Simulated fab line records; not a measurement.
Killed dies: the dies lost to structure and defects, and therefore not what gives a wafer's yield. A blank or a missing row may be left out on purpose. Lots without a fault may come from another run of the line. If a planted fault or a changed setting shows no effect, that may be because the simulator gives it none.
Matching of chambers / flow n5_finfet / N5_BEOL_M2_CO_CAP_55 on cvd_co-02 has 3 sister chambers
The step material Co, precursor CCTBA/H2, target thk 2 nm, time 102.1 s. 6 wafers are shown with their chamber, then 11 later ones without.

WAFERS PAIRED WITH THEIR CHAMBERS
wafer=L084.1; chamber=1; heater_power_w (W)=242; susceptor_temp_C (C)=200.06
wafer=L084.5; chamber=1; heater_power_w (W)=242; susceptor_temp_C (C)=200.01
wafer=L085.2; chamber=0; heater_power_w (W)=228; susceptor_temp_C (C)=199.92
wafer=L085.4; chamber=0; heater_power_w (W)=226; susceptor_temp_C (C)=200.06
wafer=L085.5; chamber=2; heater_power_w (W)=268; susceptor_temp_C (C)=200.04
wafer=L089.2; chamber=2; heater_power_w (W)=267; susceptor_temp_C (C)=200.05

WAFERS WITH NO CHAMBER GIVEN
wafer=L089.3; heater_power_w (W)=241; susceptor_temp_C (C)=199.97
wafer=L089.6; heater_power_w (W)=235; susceptor_temp_C (C)=199.76
wafer=L092.1; heater_power_w (W)=237; susceptor_temp_C (C)=199.91
wafer=L092.2; heater_power_w (W)=230; susceptor_temp_C (C)=199.91
wafer=L092.3; heater_power_w (W)=269; susceptor_temp_C (C)=199.87
wafer=L093.3; heater_power_w (W)=232; susceptor_temp_C (C)=200.23
wafer=L093.5; heater_power_w (W)=263; susceptor_temp_C (C)=199.84
wafer=L093.6; heater_power_w (W)=238; susceptor_temp_C (C)=199.90
wafer=L094.1; heater_power_w (W)=261; susceptor_temp_C (C)=199.90
wafer=L094.4; heater_power_w (W)=230; susceptor_temp_C (C)=199.60
wafer=L094.5; heater_power_w (W)=241; susceptor_temp_C (C)=199.97

THE CHAMBER EACH PASSED THROUGH
wafer=L089.3; from the rows above=1; in truth=1
wafer=L089.6; from the rows above=can't be placed: 1 or 0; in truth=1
wafer=L092.1; from the rows above=1; in truth=1
wafer=L092.2; from the rows above=0; in truth=0
wafer=L092.3; from the rows above=2; in truth=2
wafer=L093.3; from the rows above=0; in truth=0
wafer=L093.5; from the rows above=2; in truth=2
wafer=L093.6; from the rows above=1; in truth=1
wafer=L094.1; from the rows above=2; in truth=2
wafer=L094.4; from the rows above=0; in truth=0
wafer=L094.5; from the rows above=1; in truth=1
Correct placement for 10 of the 11. Can't be placed from these rows: 1 (the true chamber is among the candidates in 1). Number placed wrongly: 0.
How it was worked out, from the rows above alone: a wafer's distance from a chamber is the root of the sum, over the readings, of the square of ((its reading less the chamber's mean) divided by the reading's scatter). If the next closest chamber is less than 2 further off than the closest, the wafer can't be placed; otherwise it belongs to the closest. A chamber's mean is the mean of its shown wafers. The scatter: take each reading less its chamber's mean, square it, sum over the shown wafers, divide by the number of wafers less the number of chambers, and take the root.
